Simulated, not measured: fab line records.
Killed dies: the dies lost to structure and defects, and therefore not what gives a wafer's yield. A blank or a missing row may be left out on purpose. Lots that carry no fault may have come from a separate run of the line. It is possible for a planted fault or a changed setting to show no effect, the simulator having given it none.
fab line records	flow n5Finfet
record lots=4	wafers=12	lastDay=16
route steps=1938 shown BEOL_M4@1099 BEOL_M5@1112 BEOL_M14@1757 PASSIVATION@1936
lots untouched by any fault: they come from a run of this same line in which no faults occurred
startH: the number of hours between the record's first day and the start of the first shown wafer of the lot	waitH: hours from the lot's prior step to this one	" same as the row above	L1.1+2: a row that stands for several wafers	- either no value or no given start	* or withheld: withheld	< > ~ a bound
route shown NAME@n: names a module that has steps shown in the file, with the first one's number in the route	usual: average and standard deviation across the fault-free wafers	same: alike in all rows	chamber/n: place in a boat	sites: readings site by site	_std_site: standard deviation across them	_edge_site: outer sites' mean less inner sites'	radiusMm: how far each site lies from the wafer's centre	mask NAME#n: copy n	behind: the most recent tool/chamber to have shaped the wafer	hold: why the lot was held/for how many hours/how that ended	device: the n, p or np transistor that did not switch	end of line: the route-end tests of the same wafers	step lacking rows: just its recipe	killed: dies that structure and defects cost at the first sort, which is not the same as the wafer's yield	map: shows each die of a wafer: x if killed, . if not, _ if none is there
set.NAME: the setting as run; set.NAME@STEP: as run at that earlier step	model.NAME: the simulator's own value behind a step, which no gauge read
lots seen at some steps along the route; tables by step, rows by wafer
services: when a tool's chamber went out of use (startH, in hours from the record's first day, below 0 if earlier), for how many hours, and the reason
## steps
# step N5_BEOL_M4_ANNEAL_95
# recipe tempC=400	timeS=240	ambient=vacuum
# step N5_BEOL_M4_SPUTTER_96
# recipe material=Cu	targetThkA=45	tempC=-20	chamberPressurePa=0.07	powerW=withheld	timeS=8.29
# step N5_BEOL_M4_ECD_50
# recipe material=Cu	targetThkA=3000
# step N5_BEOL_M4_ANNEAL_51
# recipe tempC=225	timeS=90	ambient=N2
# step N5_BEOL_M4_CMP_52
# recipe stopOn=SiOC	tOverpolishS=6.8	downForcePsi=1	platenRpm=50	clearingPlatenDownForcePsi=1.5	clearingPlatenRpm=50	postCmpClean=cuAlkaline	targetThkNm=40	clearingPlatenPadVelocityMS=0.99484	padVelocityMS=0.99484
# step N5_BEOL_M4_PRE_CLEAN_60
# recipe gas=NH3/H2	timeS=15	tempC=*	rfPowerW=300
# step N5_BEOL_M4_CO_CAP_55
# recipe material=Co	targetThkA=20	tempC=200	precursor=CCTBA/H2	pressureTorr=30	timeS=102.1
# step N5_BEOL_M4_PRE_CLEAN_56
# recipe gas=NH3	timeS=15	tempC=withheld	rfPowerW=300
# step N5_BEOL_M4_DEP_57
# recipe material=SiCN	targetThkA=80	tempC=withheld	precursor=3MS/NH3	pressureTorr=3	rfW=202	timeS=14
# step N5_BEOL_M4_RC_MEAS_101
# usual DIBL_N=36.5/1.8	DIBL_P=36.5/2.1	IOFF_N=0.17/0.031	IOFF_P=0.22/0.036	ION_N=677/11	ION_P=463/8	SS_N=71.6/0.61	SS_P=73.3/0.63	VT_N=249/3.1	VT_P=-250/3.3
lot.wafer	tool	chamber	startH	waitH	DIBL_N[mV/V]	DIBL_P[mV/V]	IOFF_N[nA/um]	IOFF_P[nA/um]	ION_N[uA/um]	ION_P[uA/um]	SS_N[mV/dec]	SS_P[mV/dec]	VT_N[mV]	VT_P[mV]
L183.2	prober-02	0	212.41	0.2	38.8	40.8	0.22	0.30	697	477	72.2	74.5	243	-243
L183.3	"	0	"	"	34.9	35.1	0.14	0.18	677	463	71.1	72.5	252	-249
L183.6	"	0	"	"	36.1	37.0	0.16	0.21	683	469	71.5	73.2	248	-251
L186.1	prober-01	0	219.75	0.0	38.3	39.2	0.22	0.29	689	474	72.2	74.2	244	-244
L186.4	"	0	"	"	33.3	33.0	0.13	0.19	671	466	70.1	72.8	250	-251
L186.6	"	0	"	"	34.6	34.4	0.15	0.21	672	467	71.2	72.5	251	-248
L189.2	prober-01	0	243.56	0.2	34.8	32.6	0.13	0.19	643	445	71.8	71.8	253	-253
L189.3	"	0	"	"	37.3	36.7	0.19	0.25	686	467	72.4	73.6	246	-248
L189.6	"	0	"	"	36.0	34.3	0.15	0.21	669	458	71.9	73.1	251	-251
L193.1	prober-01	0	271.46	0.0	39.1	40.1	0.22	0.27	694	472	72.0	74.2	244	-249
L193.3	"	0	"	"	36.1	36.4	0.15	0.20	671	461	71.2	72.8	250	-251
L193.5	"	0	"	"	37.0	36.9	0.16	0.21	677	463	71.9	72.8	251	-249
# step N5_BEOL_M5_ILD_DEP_00
# recipe material=SiCOH_lowk	targetThkA=1406.4	tempC=300	precursor=DEMS/porogen	pressureTorr=5	rfW=500	timeS=25.9
# step N5_BEOL_M5_CURE_79
# recipe tempC=385	timeS=240	ambient=He/Ar	material=SiCOH_lowk
# step N5_BEOL_M5_PECVD_70
# recipe material=SiO2	targetThkA=160	tempC=400	precursor=TEOS/O2	pressureTorr=5.5	rfW=450	teosFlowSccm=53.8	gas=O2	flowSccm=3000	timeS=18
# step N5_BEOL_M5_HM_DEP_02
# recipe material=TiN	targetThkA=200	tempC=25	chamberPressurePa=0.49996
# step N5_BEOL_M5_COAT_59
# recipe resist=SOC	tempC=250	timeS=60	spinRpm=1500	resistThkNm=60
# step N5_BEOL_M5_COAT_60
# recipe resist=SiARC	tempC=220	timeS=60	spinRpm=1500	resistThkNm=12
# step N5_BEOL_M5_COAT_71
# recipe resist=underlayer	tempC=205	timeS=60	spinRpm=1500	resistThkNm=5
# step N5_BEOL_M5_COAT_05
# recipe resist=CAR-EUV	spinRpm=1500	resistThkNm=30
# step N5_BEOL_M5_EBR_07
# recipe solvent=PGMEA	ebrWidthMm=1.5
# step N5_BEOL_M5_SOFTBAKE_06
# recipe tempC=110	timeS=60	resist=CAR-EUV
# step N5_BEOL_M5_EXPOSE_08
# recipe maskId=M5	na=0.33	sourceShape=annular	sigmaInner=0.4	sigmaOuter=0.8	polarization=unpolarized	targetCdNm=28	doseMj=35.75
# step N5_BEOL_M5_PEB_09
# recipe pebTempC=100	pebTimeS=60	resist=CAR-EUV
# step N5_BEOL_M5_DEVELOP_10
# recipe developTimeS=30	developer=TMAH	resist=CAR-EUV	rinseLiquid=surfactantRinse	dry=airSpin	devTempC=23
# step N5_BEOL_M5_DESCUM_16
# recipe chemistry=O2	timeS=7	sourcePowerW=50	biasPowerW=20	pressureMtorr=20	rfFrequencyHz=2.712e+07	tempC=40	resist=CAR-EUV	o2FlowSccm=225
# step N5_BEOL_M5_ETCH_72
# recipe chemistry=N2/H2	target=underlayer	targetDepthA=65	maskMaterial=CAR-EUV	timeS=5.2	ionEnergyEv=200	pressureMtorr=30	sourceW=840	biasW=150	n2FlowSccm=200	h2FlowSccm=200	ends=cleared
# step N5_BEOL_M5_ETCH_61
# recipe chemistry=CF4	target=SiARC	targetDepthA=156	maskMaterial=CAR-EUV	timeS=26	ionEnergyEv=80	pressureMtorr=40	sourceW=545	biasW=36	Ar_flow_sccm=100	cf4FlowSccm=100	ends=cleared
# step N5_BEOL_M5_ETCH_62
# recipe chemistry=N2/H2	target=SOC	targetDepthA=750	overetchA=150	maskMaterial=SiARC	tempC=40	timeS=112.5	ionEnergyEv=200	pressureMtorr=30	sourceW=840	biasW=150	n2FlowSccm=200	h2FlowSccm=200
# step N5_BEOL_M5_STRIP_63
# recipe chemistry=N2/H2	tempC=40	n2FlowSccm=200	h2FlowSccm=200	rfFrequencyHz=6e+07
# step N5_BEOL_M5_STRIP_73
# recipe chemistry=N2/H2	tempC=40	n2FlowSccm=200	h2FlowSccm=200	rfFrequencyHz=6e+07
# step N5_BEOL_M5_STRIP_64
# recipe chemistry=CF4	resist=SiARC	powerW=300	biasPowerW=75	pressureMtorr=50	cf4FlowSccm=150	rfFrequencyHz=6e+07
# step N5_BEOL_M5_HM_OPEN_17
# recipe chemistry=Cl2/BCl3	targetDepthA=200	overetchA=60	target=TiN	maskMaterial=SOC	ionEnergyEv=150	pressureMtorr=10	icpW=1000	biasW=126	Cl2_flow_sccm=53.25	bcl3FlowSccm=21.75	Ar_flow_sccm=25
# step N5_BEOL_M5_STRIP_19
# recipe chemistry=O2	powerW=400	tempC=40	pressureMtorr=30	rfFrequencyHz=6e+07	biasPowerW=0	overashFraction=0.2	o2FlowSccm=225
# step N5_BEOL_M5_COAT_65
# recipe resist=SOC	tempC=250	timeS=60	spinRpm=1500	resistThkNm=60
# step N5_BEOL_M5_COAT_66
# recipe resist=SiARC	tempC=220	timeS=60	spinRpm=1500	resistThkNm=12
# step N5_BEOL_M14_ETCH_38
# recipe chemistry=CF4/N2	target=SiCN	targetDepthA=1065	taperDeg=2	timeS=120.6	ionEnergyEv=150	maskMaterial=SiO2	pressureMtorr=40	sourceW=430	biasW=70	Ar_flow_sccm=100	cf4FlowSccm=60	n2FlowSccm=60
# usual biasW=70.03/0.22	cf4FlowSccm=60.04/0.19	drypumpMotorCurrentA=5.8/0.42	oesProductAu=0.82/0.087	rfVppV=382.8/2	showerheadPlenumPTorr=2.23/0.081	throttleValvePct=15.35/0.24
lot.wafer	tool	chamber	startH	waitH	biasW	cf4FlowSccm	drypumpMotorCurrentA	oesProductAu	rfHoursCounterH	rfVppV	showerheadPlenumPTorr	throttleValvePct	model.SiO2_of_BEOL_M14_ILD_DEP_00.thkNm
L186.1	rieDiel-04	3	295.66	-	-	-	-	-	-	-	-	-	1135
L186.4	"	1	"	"	-	-	-	-	-	-	-	-	1125
L186.6	"	2	"	"	-	-	-	-	-	-	-	-	1145
L183.2	rieDiel-05	2	295.70	-	-	-	-	-	-	-	-	-	1124
L183.3	"	1	"	"	-	-	-	-	-	-	-	-	1113
L183.6	"	0	"	"	-	-	-	-	-	-	-	-	1122
L189.2	rieDiel-04	3	328.38	-	70.09	60.38	5.7	0.88	44	384.0	2.24	15.27	1070
L189.3	"	0	"	"	69.90	59.81	6.4	0.88	38	383.0	2.25	15.66	1063
L189.6	"	1	"	"	70.23	59.97	6.1	0.80	-	383.2	2.22	15.33	1094
L193.1	rieDiel-03	3	356.55	-	70.02	60.14	5.5	0.83	82	381.3	2.14	15.48	1039
L193.3	"	0	"	"	70.07	60.14	5.8	0.91	31	384.5	2.25	14.88	1046
L193.5	"	2	"	"	69.76	60.29	5.9	0.86	-	386.0	2.34	15.08	1064
# step N5_BEOL_M14_CMP_49
# recipe stopOn=SiO2	tOverpolishS=5.2	downForcePsi=2	platenRpm=80	clearingPlatenDownForcePsi=2	clearingPlatenRpm=80	postCmpClean=cuAlkaline	targetThkNm=560	clearingPlatenPadVelocityMS=1.5917	padVelocityMS=1.5917
# usual motorCurrentA=7.8/0.74
lot.wafer	tool	chamber	startH	waitH	motorCurrentA	model.SiO2_of_BEOL_M14_ILD_DEP_00.thkNm
L186.1	cmp-01	3	297.14	0.3	8.8	1120
L186.4	"	2	"	"	7.5	1110
L186.6	"	0	"	"	6.2	1130
L183.2	cmp-02	2	297.26	0.2	8.2	1109
L183.3	"	3	"	"	7.4	1098
L183.6	"	2	"	"	8.0	1107
L189.3	cmp-01	0	329.77	0.2	6.7	1048
L189.2	"	2	"	"	8.2	1055
L189.6	"	0	"	"	6.9	1080
L193.3	cmp-01	2	358.38	0.2	8.1	1031
L193.1	"	3	"	"	8.8	1024
L193.5	"	2	"	"	8.0	1049
# step N5_PASSIVATION_PROBE_49
# usual defectLimitedYield=91.4/1.5	killed_at_M0_to_M3=35/11	killed_at_M4_up=16/7	killedAtContacts=11/5.3	killedAtFrontEnd=37/11	killedAtOther=3.1/2.8	killedDies=102/18	killedOnRim=13/3.7	killedOpen=69/15	killedShort=31/7.8	sort_bin_5_function=5.1/1.1	sort_bin_6_memory=3.2/0.69	sort_bin_8_speed=0.00/0.016	sortNPass=1078/18	sortYieldPct=91.4/1.5
# same grossDies=1180	killedAtBackSide=0	sort_bin_4_leakage[%]=0
lot.wafer	tool	chamber	startH	waitH	defectLimitedYield[%]	killed_at_M0_to_M3	killed_at_M4_up	killedAtContacts	killedAtFrontEnd	killedAtOther	killedDies	killedOnRim	killedOpen	killedShort	sort_bin_5_function[%]	sort_bin_6_memory[%]	sort_bin_8_speed[%]	sortNPass	sortYieldPct[%]
L183.2	prober-02	-	318.13	0.1	0	24	1109	12	31	4	1180	152	52	24	96.9	2.8	0	0	0
L183.3	prober-02	-	318.18	0.1	0	31	1107	8	34	0	1180	152	61	29	96.4	3.4	0	0	0
L183.6	prober-02	-	318.33	0.3	0	27	1104	14	35	0	1180	152	67	25	96.7	3.0	0	0	0
L186.1	prober-01	-	318.85	0.0	0	21	1109	13	36	1	1180	152	56	25	97.3	2.1	0	0	0
L186.4	prober-01	-	319.00	0.2	0	18	1089	17	56	0	1180	152	68	37	96.1	3.5	0	0	0
L186.6	prober-01	-	319.10	0.3	0	17	1115	12	36	0	1180	152	51	22	97.1	2.7	0	0	0
# killed by level:class
L183.2 BEOL_M14:areaEtch=1104 BEOL_M0_SAQP:geometricParticle:open=13 MOL_CONTACT_COAG:geometricParticle:open=10 STI_FIN_REVEAL:geometricParticle:open=6 FIN_SAQP:geometricParticle:open=5 FIN_SAQP:geometricParticle:short=4 STI_FIN_REVEAL:geometricParticle:short=4 GATE_CUT:geometricParticle:short=3
L183.3 BEOL_M14:areaEtch=1090 BEOL_M1:geometricParticle:open=11 FIN_SAQP:geometricParticle:open=10 BEOL_M0_SAQP:geometricParticle:open=9 FIN_SAQP:geometricParticle:short=7 BEOL_M0_SAQP:geometricParticle:short=6 MOL_CONTACT_COAG:geometricParticle:open=5 STI_FIN_REVEAL:geometricParticle:open=4
L183.6 BEOL_M14:areaEtch=1088 FIN_SAQP:geometricParticle:open=10 BEOL_M1:geometricParticle:open=8 MOL_CONTACT_COAG:geometricParticle:short=7 STI_FIN_REVEAL:geometricParticle:open=7 MOL_CONTACT_COAG:geometricParticle:open=7 BEOL_M4:geometricParticle:open=7 BEOL_M3:geometricParticle:open=4
L186.1 BEOL_M14:areaEtch=1096 STI_FIN_REVEAL:geometricParticle:open=18 MOL_CONTACT_COAG:geometricParticle:open=10 BEOL_M0_SAQP:geometricParticle:short=6 BEOL_M4:geometricParticle:open=6 BEOL_M0_SAQP:geometricParticle:open=5 BEOL_M2:geometricParticle:open=5 FIN_SAQP:geometricParticle:short=3
L186.4 BEOL_M14:areaEtch=1075 STI_FIN_REVEAL:geometricParticle:open=26 MOL_CONTACT_COAG:geometricParticle:open=11 FIN_SAQP:geometricParticle:short=8 BEOL_M0_SAQP:geometricParticle:open=7 MOL_CONTACT_COAG:geometricParticle:short=6 BEOL_M4:geometricParticle:open=6 STI_FIN_REVEAL:geometricParticle:short=5
L186.6 BEOL_M14:areaEtch=1103 STI_FIN_REVEAL:geometricParticle:open=14 MOL_CONTACT_COAG:geometricParticle:open=11 BEOL_M0_SAQP:geometricParticle:short=5 BEOL_M4:geometricParticle:open=5 STARTING-WAFER:geometricParticle:short=5 STI_FIN_REVEAL:geometricParticle:short=4 BEOL_M1:geometricParticle:open=4
# map L183.2 (x killed, . not)
_________________xxxxxxxxxxxx________________
______________xxxxxxxxxxxxxxxxxx_____________
___________xxxxxxxxxxxxxxxxxxxxxxxx__________
__________xxxxxxxxxxxxxxxxxxxxxxxxxx_________
________xxxxxxxxxxxxxxxxxxxxxxxxxxxxxx_______
_______xxxxxxxxxxxxxxxxxxxxxxxxxxxxxxxx______
______xxxxxxxxxxxxxxxxxxxxxxxxxxxxxxxxxx_____
_____xxxxxxxxxxxxxxxxxxxxxxxxxxxxxxxxxxxx____
____xxxxxxxxxxxxxxxxxxxxxxxxxxxxxxxxxxxxxx___
___xxxxxxxxxxxxxxxxxxxxxxxxxxxxxxxxxxxxxxxx__
___xxxxxxxxxxxxxxxxxxxxxxxxxxxxxxxxxxxxxxxx__
__xxxxxxxxxxxxxxxxxxxxxxxxxxxxxxxxxxxxxxxxxx_
__xxxxxxxxxxxxxxxxxxxxxxxxxxxxxxxxxxxxxxxxxx_
_xxxxxxxxxxxxxxxxxxxxxxxxxxxxxxxxxxxxxxxxxxxx
_xxxxxxxxxxxxxxxxxxxxxxxxxxxxxxxxxxxxxxxxxxxx
_xxxxxxxxxxxxxxxxxxxxxxxxxxxxxxxxxxxxxxxxxxxx
_xxxxxxxxxxxxxxxxxxxxxxxxxxxxxxxxxxxxxxxxxxxx
_xxxxxxxxxxxxxxxxxxxxxxxxxxxxxxxxxxxxxxxxxxxx
_xxxxxxxxxxxxxxxxxxxxxxxxxxxxxxxxxxxxxxxxxxxx
_xxxxxxxxxxxxxxxxxxxxxxxxxxxxxxxxxxxxxxxxxxxx
_xxxxxxxxxxxxxxxxxxxxxxxxxxxxxxxxxxxxxxxxxxxx
__xxxxxxxxxxxxxxxxxxxxxxxxxxxxxxxxxxxxxxxxxx_
__xxxxxxxxxxxxxxxxxxxxxxxxxxxxxxxxxxxxxxxxxx_
___xxxxxxxxxxxxxxxxxxxxxxxxxxxxxxxxxxxxxxxx__
___xxxxxxxxxxxxxxxxxxxxxxxxxxxxxxxxxxxxxxxx__
____xxxxxxxxxxxxxxxxxxxxxxxxxxxxxxxxxxxxxx___
_____xxxxxxxxxxxxxxxxxxxxxxxxxxxxxxxxxxxx____
______xxxxxxxxxxxxxxxxxxxxxxxxxxxxxxxxxx_____
_______xxxxxxxxxxxxxxxxxxxxxxxxxxxxxxxx______
________xxxxxxxxxxxxxxxxxxxxxxxxxxxxxx_______
__________xxxxxxxxxxxxxxxxxxxxxxxxxx_________
___________xxxxxxxxxxxxxxxxxxxxxxxx__________
______________xxxxxxxxxxxxxxxxxx_____________
_________________xxxxxxxxxxxx________________
# map L186.1 (x killed, . not)
_________________xxxxxxxxxxxx________________
______________xxxxxxxxxxxxxxxxxx_____________
___________xxxxxxxxxxxxxxxxxxxxxxxx__________
__________xxxxxxxxxxxxxxxxxxxxxxxxxx_________
________xxxxxxxxxxxxxxxxxxxxxxxxxxxxxx_______
_______xxxxxxxxxxxxxxxxxxxxxxxxxxxxxxxx______
______xxxxxxxxxxxxxxxxxxxxxxxxxxxxxxxxxx_____
_____xxxxxxxxxxxxxxxxxxxxxxxxxxxxxxxxxxxx____
____xxxxxxxxxxxxxxxxxxxxxxxxxxxxxxxxxxxxxx___
___xxxxxxxxxxxxxxxxxxxxxxxxxxxxxxxxxxxxxxxx__
___xxxxxxxxxxxxxxxxxxxxxxxxxxxxxxxxxxxxxxxx__
__xxxxxxxxxxxxxxxxxxxxxxxxxxxxxxxxxxxxxxxxxx_
__xxxxxxxxxxxxxxxxxxxxxxxxxxxxxxxxxxxxxxxxxx_
_xxxxxxxxxxxxxxxxxxxxxxxxxxxxxxxxxxxxxxxxxxxx
_xxxxxxxxxxxxxxxxxxxxxxxxxxxxxxxxxxxxxxxxxxxx
_xxxxxxxxxxxxxxxxxxxxxxxxxxxxxxxxxxxxxxxxxxxx
_xxxxxxxxxxxxxxxxxxxxxxxxxxxxxxxxxxxxxxxxxxxx
_xxxxxxxxxxxxxxxxxxxxxxxxxxxxxxxxxxxxxxxxxxxx
_xxxxxxxxxxxxxxxxxxxxxxxxxxxxxxxxxxxxxxxxxxxx
_xxxxxxxxxxxxxxxxxxxxxxxxxxxxxxxxxxxxxxxxxxxx
_xxxxxxxxxxxxxxxxxxxxxxxxxxxxxxxxxxxxxxxxxxxx
__xxxxxxxxxxxxxxxxxxxxxxxxxxxxxxxxxxxxxxxxxx_
__xxxxxxxxxxxxxxxxxxxxxxxxxxxxxxxxxxxxxxxxxx_
___xxxxxxxxxxxxxxxxxxxxxxxxxxxxxxxxxxxxxxxx__
___xxxxxxxxxxxxxxxxxxxxxxxxxxxxxxxxxxxxxxxx__
____xxxxxxxxxxxxxxxxxxxxxxxxxxxxxxxxxxxxxx___
_____xxxxxxxxxxxxxxxxxxxxxxxxxxxxxxxxxxxx____
______xxxxxxxxxxxxxxxxxxxxxxxxxxxxxxxxxx_____
_______xxxxxxxxxxxxxxxxxxxxxxxxxxxxxxxx______
________xxxxxxxxxxxxxxxxxxxxxxxxxxxxxx_______
__________xxxxxxxxxxxxxxxxxxxxxxxxxx_________
___________xxxxxxxxxxxxxxxxxxxxxxxx__________
______________xxxxxxxxxxxxxxxxxx_____________
_________________xxxxxxxxxxxx________________
## services
tool	chamber	startH	hours	kind
cmp-01	-	278.69	4.5	pm
cmp-02	-	281.88	4.0	pm
rieDiel-05	3	283.27	-	clean
rieDiel-05	3	283.27	-	consumableReplace:focusRing
rieDiel-05	3	283.27	22.0	scheduledDown
rieDiel-05	3	283.27	22.0	ventCycle
rieDiel-03	2	283.29	16.3	repair
cmp-02	-	285.88	-	consumableReplace:conditioner
cmp-02	-	285.88	-	consumableReplace:pad
cmp-02	-	297.47	12.5	pm
rieDiel-05	1	305.30	-	clean
rieDiel-05	1	305.30	-	consumableReplace:focusRing
rieDiel-05	1	305.30	-	consumableReplace:showerhead
rieDiel-05	1	305.30	22.2	scheduledDown
rieDiel-05	1	305.30	22.2	ventCycle
rieDiel-05	2	309.40	3.4	repair
rieDiel-05	3	320.86	5.4	repair
cmp-02	-	336.83	7.2	pm
rieDiel-03	1	344.53	6.7	repair
rieDiel-04	0	355.13	2.6	repair
## key
firstSign step=N5_BEOL_M14_ETCH_38	reading=toolRecord	direction=missing
effect step=N5_PASSIVATION_PROBE_49	reading=killed_at_M4_up	direction=up	sigmas=99+	usual=16	struck=1106
modelEffect step=N5_BEOL_M14_ETCH_38	value=SiO2_of_BEOL_M14_ILD_DEP_00.thkNm	without=1063	struck=1127
modelEffect step=N5_BEOL_M14_CMP_49	value=SiO2_of_BEOL_M14_ILD_DEP_00.thkNm	without=1048	struck=1112
moreKillsBornAt N5_BEOL_M14_ETCH_38@rieDiel-05=3282	N5_BEOL_M14_ETCH_38@rieDiel-04=3274
metAt N5_BEOL_M14_ETCH_38
struckWafers L183.2,L183.3,L183.6,L186.1,L186.4,L186.6
laterRowsLeftOut L183.2,L183.3,L183.6,L186.1,L186.4,L186.6
fault kind=skippedStepWhole	tool=rieDiel-04,rieDiel-05	chamber=-	onsetH=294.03	steps=N5_BEOL_M14_ETCH_38	scope=struckLotsOnly
# laterRowsLeftOut: the simulator's readings of these wafers behind a module that went badly wrong aren't trusted and aren't shown, but for the sort
